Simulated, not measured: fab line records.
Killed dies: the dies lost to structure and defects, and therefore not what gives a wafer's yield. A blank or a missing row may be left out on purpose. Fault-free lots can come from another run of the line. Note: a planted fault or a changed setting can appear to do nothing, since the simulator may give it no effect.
A lot that was struck, set against a sound lot -- flow n5-finfet -- 37 steps out of a route of 1938
Sound: the wafers L257.1, L257.3, L257.6. Wafers struck: L246.1, L246.2, L246.4. The cause comes at the end.
For every step that has rows: the tool of each side, followed by ch and its chambers, followed by its first start. Under that, the readings that differ: sound wafers -- struck wafers -- difference of the means -- sigmas: that difference in standard deviations of wafers without a fault.
alike: same words and numbers on both sides, and readings whose means sit less than 2 such deviations apart. not compared: any withheld reading, any reading some wafer has no value for, any bound like >300 that may hide the same value, and any number with overlapping values for which the record gives no deviation.
Wherever a step has rows on one side only, a row that says differs or no value, or a row with sigmas, the two part there. Numbers that have no deviation but don't overlap get no sigmas and don't part them. A reading that every wafer of one side lacks parts them only if that side has two wafers or more.

first, 9 steps without rows for these wafers: N5_BEOL_M4_ANNEAL_95 (time 240 s); N5_BEOL_M4_SPUTTER_96 (material Cu, target thk 4.5 nm, time 8.29 s); N5_BEOL_M4_ECD_50 (material Cu, target thk 300 nm); N5_BEOL_M4_ANNEAL_51 (time 90 s); N5_BEOL_M4_CMP_52 (polishes, stops on SiOC, t overpolish 6.8 s, target thk 40 nm); N5_BEOL_M4_PRE_CLEAN_60 (time 15 s); N5_BEOL_M4_CO_CAP_55 (material Co, precursor CCTBA/H2, target thk 2 nm, time 102.1 s); N5_BEOL_M4_PRE_CLEAN_56 (time 15 s); N5_BEOL_M4_DEP_57 (deposits SiCN from 3MS/NH3, target thk 8 nm, time 14 s).
N5_BEOL_M4_RC_MEAS_101:
  sound on prober-01 ch 0, day 12 04:16; struck on prober-02 ch 0, day 9 12:49
reading,sound,struck,difference,sigmas
ION_N (uA/um),674 641 662,695 668 681,+22,+2
ION_P (uA/um),459 448 452,472 463 465,+14,+2
VT_N (mV),252.2 256.2 255.1,246.7 249.6 247.7,-6.5,-2
  alike: DIBL_N, DIBL_P, IOFF_N, IOFF_P, SS_N, SS_P, VT_P
then, 24 steps without rows for these wafers: N5_BEOL_M5_ILD_DEP_00 (deposits SiCOH lowk from DEMS/porogen, target thk 140.64 nm, time 25.9 s); N5_BEOL_M5_CURE_79 (cures SiCOH lowk, time 240 s); N5_BEOL_M5_PECVD_70 (deposits SiO2 from TEOS/O2, target thk 16 nm, time 18 s); N5_BEOL_M5_HM_DEP_02 (deposits TiN, target thk 20 nm); N5_BEOL_M5_COAT_59 (time 60 s, resist thk 60 nm); N5_BEOL_M5_COAT_60 (time 60 s, resist thk 12 nm); N5_BEOL_M5_COAT_71 (time 60 s, resist thk 5 nm); N5_BEOL_M5_COAT_05 (resist thk 30 nm); N5_BEOL_M5_EBR_07; N5_BEOL_M5_SOFTBAKE_06 (time 60 s); N5_BEOL_M5_EXPOSE_08 (exposes mask M5, target cd 28 nm); N5_BEOL_M5_PEB_09 (peb time 60 s); N5_BEOL_M5_DEVELOP_10 (develop time 30 s); N5_BEOL_M5_DESCUM_16 (chemistry O2, time 7 s); N5_BEOL_M5_ETCH_72 (etches underlayer in N2/H2, target depth 6.5 nm, time 5.2 s); N5_BEOL_M5_ETCH_61 (etches SiARC in CF4, target depth 15.6 nm, time 26 s); N5_BEOL_M5_ETCH_62 (etches SOC in N2/H2, target depth 75 nm, overetch 15 nm, time 112.5 s); N5_BEOL_M5_STRIP_63 (strips in N2/H2); N5_BEOL_M5_STRIP_73 (strips in N2/H2); N5_BEOL_M5_STRIP_64 (strips in CF4); N5_BEOL_M5_HM_OPEN_17 (chemistry Cl2/BCl3, target TiN, target depth 20 nm, overetch 6 nm); N5_BEOL_M5_STRIP_19 (strips in O2); N5_BEOL_M5_COAT_65 (time 60 s, resist thk 60 nm); N5_BEOL_M5_COAT_66 (time 60 s, resist thk 12 nm).
-- the record jumps here: 4 days lie between the struck wafers' starts before and after (it left off in module BEOL_M5 and takes up again in module MIM_BOT_ETCH, whose first step shown is number 1867 of the route) --
N5_MIM_BOT_ETCH_ETCH_03: etches the open film in Cl2/BCl3, target depth 12 nm.
  sound on rie-metal-03 ch 0, day 16 11:30; struck on rie-metal-01 ch 0,1, day 13 18:38
  no value came back on the struck wafers for any of 6 readings (bcl3-flow-sccm (sccm), bias-w (W) and others); on the sound wafers bcl3-flow-sccm (sccm) reads 80.24 80.00 79.99
  not compared: rf-hours-counter-h, model.coat_of_MIM_BOT_LITHO_COAT_02.thk-nm
N5_MIM_BOT_ETCH_ETCH_00: etches TiN in Cl2/BCl3, target depth 45.5 nm.
  sound on rie-metal-03 ch 0, day 16 11:35; struck on rie-metal-01 ch 0,1, day 13 18:43
reading,sound,struck,difference,sigmas
throttle-valve-pct (%),21.47 21.45 21.44,21.79 22.14 21.81,+0.46,+2
  alike: bcl3-flow-sccm, bias-w, chamber-pressure-mTorr, drypump-motor-current-A, oes-product-au
  not compared: rf-hours-counter-h, model.coat_of_MIM_BOT_LITHO_COAT_02.thk-nm
N5_PASSIVATION_PROBE_49:
  record: rows for the struck wafers here (prober-01, day 14 04:38), none for the sound ones

WHERE THEY PART
Last at N5_PASSIVATION_PROBE_49 as far as this record goes, first at N5_BEOL_M4_RC_MEAS_101.

WHY: whatever the simulator had introduced
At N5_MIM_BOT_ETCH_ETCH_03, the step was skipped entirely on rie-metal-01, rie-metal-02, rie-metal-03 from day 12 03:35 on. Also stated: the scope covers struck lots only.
